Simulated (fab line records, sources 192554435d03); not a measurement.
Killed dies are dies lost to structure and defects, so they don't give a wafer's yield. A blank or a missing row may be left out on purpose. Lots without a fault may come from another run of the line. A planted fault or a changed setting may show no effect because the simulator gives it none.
Chamber matching | flow n5_finfet | N5_BEOL_M9_ETCH_61 on rie_diel-02: 4 sister chambers
The step etches SiARC in CF4, target depth 39 nm, time 65 s. 20 wafers are shown with their chamber, then 10 later ones without.

WAFERS WITH THEIR CHAMBER
wafer  | chamber | drypump_motor_current_A (A) | throttle_valve_pct (%) | oes_product_au (a.u.)
L076.1 | 1       | 5.9                         | 15.85                  | 0.63
L076.3 | 2       | 5.2                         | 15.49                  | 0.75
L076.6 | 2       | 5.3                         | 15.50                  | 0.76
L075.2 | 0       | 6.5                         | 15.82                  | 0.58
L075.4 | 2       | 5.2                         | 15.51                  | 0.74
L075.6 | 3       | 5.9                         | 15.54                  | 0.73
L082.1 | 1       | 5.9                         | 15.84                  | 0.62
L082.2 | 2       | 5.2                         | 15.53                  | 0.72
L082.4 | 0       | 6.5                         | 15.84                  | 0.57
L083.1 | 2       | 5.2                         | 15.53                  | 0.73
L083.2 | 1       | 5.9                         | 15.86                  | 0.62
L083.4 | 3       | 5.9                         | 15.56                  | 0.73
L084.1 | 2       | 5.3                         | 15.53                  | 0.73
L084.2 | 3       | 5.9                         | 15.58                  | 0.72
L084.6 | 3       | 5.9                         | 15.57                  | 0.72
L091.3 | 3       | 5.9                         | 15.61                  | 0.70
L091.5 | 0       | 6.6                         | 15.37                  | 0.80
L091.6 | 3       | 5.9                         | 15.61                  | 0.70
L093.1 | 3       | 5.9                         | 15.62                  | 0.70
L093.2 | 2       | 5.2                         | 15.58                  | 0.70

SIGNATURES (means of the wafers above)
reading                 | chamber 0 | chamber 1 | chamber 2 | chamber 3 | scatter within a chamber
drypump_motor_current_A | 6.533     | 5.900     | 5.229     | 5.900     | 0.0362
throttle_valve_pct      | 15.6767   | 15.8500   | 15.5243   | 15.5843   | 0.0975
oes_product_au          | 0.6500    | 0.6233    | 0.7329    | 0.7143    | 0.0483
Rule: a wafer's distance from a chamber is the root of the sum, over the readings, of the square of ((its reading less the chamber's mean) divided by the reading's scatter). The wafer belongs to the nearest chamber; if the next one is less than 2 further off, it can't be placed. The scatter: the root of (the sum of the squares of (reading less its chamber's mean) over the shown wafers, divided by (wafers less chambers)).

WAFERS WITHOUT THEIR CHAMBER
wafer  | drypump_motor_current_A (A) | throttle_valve_pct (%) | oes_product_au (a.u.)
L093.4 | 5.9                         | 15.91                  | 0.59
L095.2 | 5.9                         | 15.63                  | 0.70
L095.3 | 5.3                         | 15.59                  | 0.70
L095.4 | 6.5                         | 15.39                  | 0.79
L096.2 | 6.5                         | 15.39                  | 0.78
L096.3 | 5.3                         | 15.59                  | 0.69
L096.4 | 5.9                         | 15.63                  | 0.69
L097.2 | 5.9                         | 15.62                  | 0.70
L097.4 | 5.9                         | 15.92                  | 0.59
L097.5 | 5.2                         | 15.59                  | 0.70

WHICH CHAMBER EACH WENT THROUGH
wafer  | from the rows above     | in truth
L093.4 | 1                       | 1
L095.2 | 3                       | 3
L095.3 | 2                       | 2
L095.4 | 0                       | 0
L096.2 | 0                       | 0
L096.3 | 2                       | 2
L096.4 | can't be placed: 3 or 1 | 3
L097.2 | 3                       | 3
L097.4 | 1                       | 1
L097.5 | 2                       | 2
Placed correctly: 9 of 10. Can't be placed from these rows: 1 (the true chamber is among the candidates in 1). Placed wrongly: 0.
